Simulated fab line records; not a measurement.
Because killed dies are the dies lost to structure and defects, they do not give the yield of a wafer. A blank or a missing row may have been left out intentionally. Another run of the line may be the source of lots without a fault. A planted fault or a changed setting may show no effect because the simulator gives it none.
Which tool did it? || flow n5Finfet || 36 wafers from 12 lots sampled at 2 of the route's 1938 steps

== WHAT THE GAUGES READ, wafer by wafer ==
N5_DUMMY_GATE_CD_MEAS_24: target cd 15 nm.
{"lot": "L075", "measured": "day 3 03:31", "on": "cdSem-01", "cdNm (nm)": "15.0 14.9 14.3"}
{"lot": "L077", "measured": "day 3 17:37", "on": "cdSem-03", "cdNm (nm)": "14.3 15.6 15.0"}
{"lot": "L079", "measured": "day 4 04:37", "on": "cdSem-01", "cdNm (nm)": "14.5 14.4 14.8"}
{"lot": "L081", "measured": "day 4 17:16", "on": "cdSem-02", "cdNm (nm)": "15.1 14.7 14.2"}
{"lot": "L083", "measured": "day 5 07:48", "on": "cdSem-01", "cdNm (nm)": "15.6 15.1 15.2"}
{"lot": "L085", "measured": "day 5 18:46", "on": "cdSem-02", "cdNm (nm)": "15.1 14.3 15.1"}
{"lot": "L087", "measured": "day 6 06:31", "on": "cdSem-01", "cdNm (nm)": "15.3 14.8 14.7"}
{"lot": "L089", "measured": "day 6 18:16", "on": "cdSem-01", "cdNm (nm)": "14.7 14.8 15.4"}
{"lot": "L091", "measured": "day 7 05:43", "on": "cdSem-01", "cdNm (nm)": "14.6 15.8 14.6"}
{"lot": "L093", "measured": "day 7 16:40", "on": "cdSem-01", "cdNm (nm)": "15.1 15.0 14.8"}
{"lot": "L095", "measured": "day 8 06:07", "on": "cdSem-01", "cdNm (nm)": "14.6 15.3 15.1"}
{"lot": "L097", "measured": "day 8 17:04", "on": "cdSem-02", "cdNm (nm)": "13.9 15.1 14.1"}

== WHAT TOOL EACH LOT RAN ON (gives the tool, then ch and the chambers of the sampled wafers, and finally the start) ==
{"lot": "L075", "N5_DUMMY_GATE_HM_OPEN_21": "rieDiel-05 ch 2,3, day 3 03:09"}
{"lot": "L077", "N5_DUMMY_GATE_HM_OPEN_21": "rieDiel-05 ch 0,1,3, day 3 17:16"}
{"lot": "L079", "N5_DUMMY_GATE_HM_OPEN_21": "rieDiel-05 ch 1,3, day 4 04:15"}
{"lot": "L081", "N5_DUMMY_GATE_HM_OPEN_21": "rieDiel-05 ch 0,2,3, day 4 16:54"}
{"lot": "L083", "N5_DUMMY_GATE_HM_OPEN_21": "rieDiel-01 ch 0,1, day 5 07:26"}
{"lot": "L085", "N5_DUMMY_GATE_HM_OPEN_21": "rieDiel-01 ch 0,1,3, day 5 18:24"}
{"lot": "L087", "N5_DUMMY_GATE_HM_OPEN_21": "rieDiel-02 ch 1,3, day 6 06:08"}
{"lot": "L089", "N5_DUMMY_GATE_HM_OPEN_21": "rieDiel-02 ch 0,2, day 6 17:55"}
{"lot": "L091", "N5_DUMMY_GATE_HM_OPEN_21": "rieDiel-05 ch 2,3, day 7 05:21"}
{"lot": "L093", "N5_DUMMY_GATE_HM_OPEN_21": "rieDiel-05 ch 0,1,3, day 7 16:18"}
{"lot": "L095", "N5_DUMMY_GATE_HM_OPEN_21": "rieDiel-02 ch 2,3, day 8 05:45"}
{"lot": "L097", "N5_DUMMY_GATE_HM_OPEN_21": "rieDiel-02 ch 1,3, day 8 16:42"}
- N5_DUMMY_GATE_HM_OPEN_21: chemistry CH3F/O2, target SiNx, target depth 120 nm, time 171.4 s.

== THE ANSWER, worked out from the rows above alone ==
Rule: the lots themselves supply what counts as usual. Put in order of their means at a reading, lots are off if they are a third of the lots or fewer, leave a main group of 4 or more, and stand apart from it by a gap of 3 or more times the standard deviation of the main group's means; of several such gaps the widest counts. The tables above print the reading to a certain number of digits; a main group whose means all agree to those digits is not used. Also off: a lot with no number at a reading for which 4 or more lots have one. Any other lot the step has rows for is counted as sound.
Across all readings shown, no lot is off: no conclusion can be drawn from this.

== WHAT WAS PUT IN BY THE SIMULATOR ==
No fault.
